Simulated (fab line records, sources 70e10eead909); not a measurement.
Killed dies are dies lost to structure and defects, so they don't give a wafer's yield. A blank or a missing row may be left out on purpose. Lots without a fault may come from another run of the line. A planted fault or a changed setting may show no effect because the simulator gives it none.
Chamber matching | flow nand_harc | NHARC_A_CHANNEL_FILL_D2_ETCHBACK_20 on rie_diel-09: 4 sister chambers
The step etches the open film in C4F8/O2/Ar, target depth 27 nm, time 13.5 s. 18 wafers are shown with their chamber, then 9 later ones without.

WAFERS WITH THEIR CHAMBER
wafer  | chamber | rf_vpp_V (V) | oes_product_au (a.u.)
L077.3 | 1       | 983          | 1.002
L077.4 | 3       | 986          | 0.993
L077.5 | 0       | 973          | 0.986
L079.1 | 2       | 973          | 0.994
L079.4 | 0       | 972          | 0.979
L079.5 | 0       | 973          | 0.995
L080.1 | 2       | 971          | 0.953
L080.2 | 3       | 988          | 0.945
L080.6 | 3       | 987          | 0.938
L081.2 | 0       | 974          | 0.978
L081.3 | 2       | 973          | 0.997
L081.6 | 3       | 985          | 0.995
L084.2 | 0       | 972          | 0.984
L084.4 | 3       | 988          | 0.993
L084.6 | 3       | 988          | 1.003
L087.2 | 3       | 987          | 1.010
L087.4 | 3       | 987          | 1.007
L087.5 | 1       | 983          | 1.006

SIGNATURES (means of the wafers above)
reading        | chamber 0 | chamber 1 | chamber 2 | chamber 3 | scatter within a chamber
rf_vpp_V       | 972.80    | 983.00    | 972.33    | 987.00    | 0.981
oes_product_au | 0.98440   | 1.00400   | 0.98133   | 0.98550   | 0.0222
Rule: a wafer's distance from a chamber is the root of the sum, over the readings, of the square of ((its reading less the chamber's mean) divided by the reading's scatter). The wafer belongs to the nearest chamber; if the next one is less than 2 further off, it can't be placed. The scatter: the root of (the sum of the squares of (reading less its chamber's mean) over the shown wafers, divided by (wafers less chambers)).

WAFERS WITHOUT THEIR CHAMBER
wafer  | rf_vpp_V (V) | oes_product_au (a.u.)
L090.1 | 987          | 0.970
L090.3 | 974          | 0.961
L090.4 | 981          | 0.971
L092.1 | 983          | 1.006
L092.4 | 973          | 1.001
L092.6 | 986          | 0.996
L095.3 | 985          | 0.943
L095.5 | 981          | 0.925
L095.6 | 974          | 0.948

WHICH CHAMBER EACH WENT THROUGH
wafer  | from the rows above     | in truth
L090.1 | 3                       | 3
L090.3 | can't be placed: 0 or 2 | 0
L090.4 | 1                       | 1
L092.1 | 1                       | 1
L092.4 | can't be placed: 0 or 2 | 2
L092.6 | can't be placed: 3 or 1 | 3
L095.3 | can't be placed: 3 or 1 | 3
L095.5 | 1                       | 1
L095.6 | can't be placed: 0 or 2 | 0
Placed correctly: 4 of 9. Can't be placed from these rows: 5 (the true chamber is among the candidates in 5). Placed wrongly: 0.
